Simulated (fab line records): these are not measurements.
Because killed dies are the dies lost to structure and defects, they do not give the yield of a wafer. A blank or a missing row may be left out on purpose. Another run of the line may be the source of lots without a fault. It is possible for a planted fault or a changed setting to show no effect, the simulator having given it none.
A lot that was struck, set against a sound lot || flow n5Finfet || 16 out of 1938 route steps
Sound: wafers L247.1, L247.2, L247.4. Struck: wafer L235.4. (L235.1, L235.6 of the same lot were not struck and are left out.) The cause comes at the end.
For every step that has rows: the tool of each side, followed by ch and its chambers, followed by its first start. Under that, the readings that differ: sound wafers || struck wafers || difference of the means || sigmas: that difference in standard deviations of wafers without a fault.
alike: same words and numbers on both sides, and readings whose means sit less than 2 such deviations apart. not compared: any withheld reading, any reading some wafer has no value for, any bound like >300 that may hide the same value, and any number with overlapping values for which the record gives no deviation.
A row with sigmas, a row that says differs or no value, or rows on one side alone: a step with any of these is where the two part. When numbers do not overlap yet have no deviation, they are printed without sigmas and do not part them. A reading missing from all wafers of one side parts the sides only when that side holds two or more wafers.

first, 7 steps without rows for these wafers: N5_HKMG_FIN_COAT_30 (time 60 s, resist thk 35 nm); N5_HKMG_FIN_COAT_06 (resist thk 90 nm); N5_HKMG_FIN_EBR_08; N5_HKMG_FIN_SOFTBAKE_07 (time 60 s); N5_HKMG_FIN_EXPOSE_09 (exposes mask NWFM); N5_HKMG_FIN_PEB_10 (peb time 60 s); N5_HKMG_FIN_DEVELOP_11 (develop time 30 s).
N5_HKMG_FIN_CD_MEAS_12 targets a cd of 92.8 nm.
  sound on cdSem-01 ch 0, day 8 21:02; struck on cdSem-01 ch 0, day 6 01:40
{"reading": "cdNm (nm)", "sound": "93.7 94.9 93.6", "struck": 92.5, "difference": -1.6, "sigmas": -2}
N5_HKMG_FIN_OVL_MEAS_13:
  sound on overlay-02 ch 0, day 8 21:04; struck on overlay-01 ch 0, day 6 01:41
  alike: NWFM_OVL
N5_HKMG_FIN_INSPECT_14: inspects for defects (macro).
  sound: defectInspect-01 at day 8 21:05; struck: defectInspect-01 at day 6 01:43
  alike: rawDefectCount
N5_HKMG_FIN_DESCUM_17: chemistry O2, time 7.9 s.
  sound on rieDiel-03 ch 0,1,2, day 8 21:07; struck on rieDiel-03 ch 2, day 6 01:45
  alike: drypumpMotorCurrentA, oesProductAu, rfVppV, showerheadPlenumPTorr, throttleValvePct
  not compared: rfHoursCounterH
N5_HKMG_FIN_ETCH_31: etches SiARC in CF4, target depth 45.5 nm, time 75.8 s.
  sound on rieDiel-03 ch 0,1,2, day 8 21:09; struck on rieDiel-03 ch 2, day 6 01:47
  alike: cf4FlowSccm, drypumpMotorCurrentA, etchRfOnTimeS, oesProductAu, rfVppV, showerheadPlenumPTorr, throttleValvePct
  not compared: rfHoursCounterH
N5_HKMG_FIN_ETCH_32: etches SOC in N2/H2, target depth 240 nm, time 300 s.
  sound on rieDiel-03 ch 0,1,2, day 8 21:13; struck on rieDiel-03 ch 2, day 6 01:50
{"reading": "oesProductAu (a.u.)", "sound": "0.72 1.00 0.79", "struck": 0.67, "difference": -0.17, "sigmas": -2}
{"reading": "model.etch.depthNm (nm)", "sound": "233.1 251.4 249.9", "struck": 201.3, "difference": -43.5, "sigmas": ""}
{"reading": "model.HKMG_FIN.featureDepthNm (nm)", "sound": "233 251.4 249.8", "struck": 201.4, "difference": -43.3, "sigmas": ""}
{"reading": "model.SiARC_of_HKMG_FIN_COAT_30.thkNm (nm)", "sound": "22 20.6 20.8", "struck": 23.6, "difference": "+2.5", "sigmas": ""}
  alike: drypumpMotorCurrentA, rfVppV, showerheadPlenumPTorr, throttleValvePct
  not compared: rfHoursCounterH
then, 1 step without rows for these wafers: N5_HKMG_FIN_STRIP_33 (strips in N2/H2).
-- here the record skips 5 days between the struck wafers' starts before and after, leaving off in module HKMG_FIN and picking up in module BEOL_M4 (first step shown: number 1111 of the route) --
N5_BEOL_M4_RC_MEAS_101:
  sound on prober-02 ch 0, day 14 05:03; struck on prober-01 ch 0, day 11 12:19
{"reading": "DIBL_P (mV/V)", "sound": "37.0 35.4 33.3", "struck": 40.3, "difference": "+5.1", "sigmas": "+2"}
{"reading": "IOFF_N (nA/um)", "sound": "0.15 0.13 0.10", "struck": 0.20, "difference": "+0.07", "sigmas": "+2"}
{"reading": "IOFF_P (nA/um)", "sound": "0.18 0.17 0.13", "struck": 0.29, "difference": "+0.13", "sigmas": "+3"}
{"reading": "ION_P (uA/um)", "sound": "463 459 443", "struck": 474, "difference": "+19", "sigmas": "+2"}
{"reading": "SS_N (mV/dec)", "sound": "71.4 71.3 71.1", "struck": 72.6, "difference": "+1.3", "sigmas": "+2"}
{"reading": "SS_P (mV/dec)", "sound": "73.3 72.8 72.2", "struck": 74.3, "difference": "+1.5", "sigmas": "+2"}
{"reading": "VT_P (mV)", "sound": "-256 -254 -259", "struck": -244, "difference": "+12", "sigmas": "+3"}
  alike: DIBL_N, ION_N, VT_N
then, 1 step without rows for these wafers: N5_PASSIVATION_PROBE_49.

WHERE THEY PART
Earliest at N5_HKMG_FIN_CD_MEAS_12; latest, in this record, at N5_BEOL_M4_RC_MEAS_101.

WHY: the cause the simulator had injected
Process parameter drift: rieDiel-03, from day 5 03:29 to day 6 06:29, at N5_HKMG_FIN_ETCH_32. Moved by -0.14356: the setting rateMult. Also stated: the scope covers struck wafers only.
